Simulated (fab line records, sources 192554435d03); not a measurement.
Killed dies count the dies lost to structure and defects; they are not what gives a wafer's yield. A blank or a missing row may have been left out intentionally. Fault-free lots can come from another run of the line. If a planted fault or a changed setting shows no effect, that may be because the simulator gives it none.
Lot-split experiment	flow n5-finfet	route with 1938 steps; 7 lots, 21 wafers read

ABOUT THE SPLIT
At N5_BEOL_M10_COAT_60 (time 60 s, resist thk 30 nm), the setting spin-rpm was moved away from the recipe's 1500 rpm on 11 of the 21 wafers read, by -10.5% to +8.5%. This setting was run at the recipe's value on the other wafers.

The split's own step is where the reading is taken.

THE READING
SiARC_of_BEOL_M10_COAT_60.thk-nm (the simulator's own value, which no gauge read), in nm, at N5_BEOL_M10_COAT_60 (time 60 s, resist thk 30 nm). The file gives no usual value for it. Average 30.0 nm, standard deviation 0.11 nm, over the 10 wafers here run with the recipe.

wafer	tool, chamber at the split	spin-rpm as run, rpm	against the recipe	SiARC_of_BEOL_M10_COAT_60.thk-nm, nm	against lot-mates on the recipe
L074.1	litho-track-03, 0	1419	-5.4%	30.8	+0.6
L074.3	litho-track-03, 0	1419	-5.4%	30.8	+0.6
L074.4	litho-track-03, 0	1500	recipe	30.2	-
L077.1	litho-track-05, 0	1448	-3.5%	30.6	+0.6
L077.4	litho-track-05, 0	1448	-3.5%	30.6	+0.6
L077.5	litho-track-05, 0	1500	recipe	30	-
L076.1	litho-track-03, 0	1500	recipe	30.2	-
L076.2	litho-track-03, 0	1500	recipe	30	-
L076.5	litho-track-03, 0	1500	recipe	30	-
L079.2	litho-track-03, 0	1342	-10.5%	31.6	+1.6
L079.3	litho-track-03, 0	1500	recipe	30	-
L079.6	litho-track-03, 0	1500	recipe	30	-
L084.1	litho-track-05, 0	1622	+8.1%	28.8	-1.2
L084.3	litho-track-05, 0	1622	+8.1%	28.8	-1.2
L084.4	litho-track-05, 0	1500	recipe	30	-
L090.1	litho-track-03, 0	1584	+5.6%	29	-0.9
L090.2	litho-track-03, 0	1500	recipe	29.8	-
L090.6	litho-track-03, 0	1500	recipe	30	-
L091.1	litho-track-03, 0	1628	+8.5%	28.6	no lot-mate on the recipe
L091.3	litho-track-03, 0	1628	+8.5%	28.8	no lot-mate on the recipe
L091.6	litho-track-03, 0	1628	+8.5%	28.8	no lot-mate on the recipe

FIT RESULTS
A straight line over all 21 wafers: SiARC_of_BEOL_M10_COAT_60.thk-nm changes by -0.152 nm for each +1% of spin-rpm; r = -0.99; the points scatter about the line by 0.098 nm.
The same after taking each lot's own level away (the mean of its wafers on the recipe; 18 wafers): -0.146 nm for each +1%; r = -0.99; scatter 0.095 nm.
Per that fit: largest spin-rpm move, reading shift of 1.5 nm.
Measured against the standard deviation above, the lots' own levels, which go from 29.90 to 30.20 nm, span 2.8 times it.
So the lot-to-lot level changes the slope little: the two slopes agree.
Check: for one of the wafers moved furthest among these (-10.5%), held out of the fit, the line's prediction against its lot-mates is +1.49 nm. It came out at +1.6 nm against them.

THE OTHER SPLITS THESE WAFERS WENT THROUGH
These wafers also went through other splits before the reading. Each is held against what the fit with the lots' levels taken away leaves over:
other split on the same wafers	wafers away from the commonest value	r with SiARC_of_BEOL_M10_COAT_60.thk-nm (lot level and that fit taken away)
N5_BEOL_M7_VIA_ETCH_34 source-w	5	-0.12
N5_BEOL_M7_TRENCH_ETCH_37 time-s	8	+0.19
N5_BEOL_M8_TRENCH_ETCH_37 source-w	5	-0.07
N5_BEOL_M9_COAT_22 spin-rpm	5	-0.06

FILE'S OWN FIT
SiARC_of_BEOL_M10_COAT_60.thk-nm changes by -0.148 nm for each +1% of spin-rpm, r = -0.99.
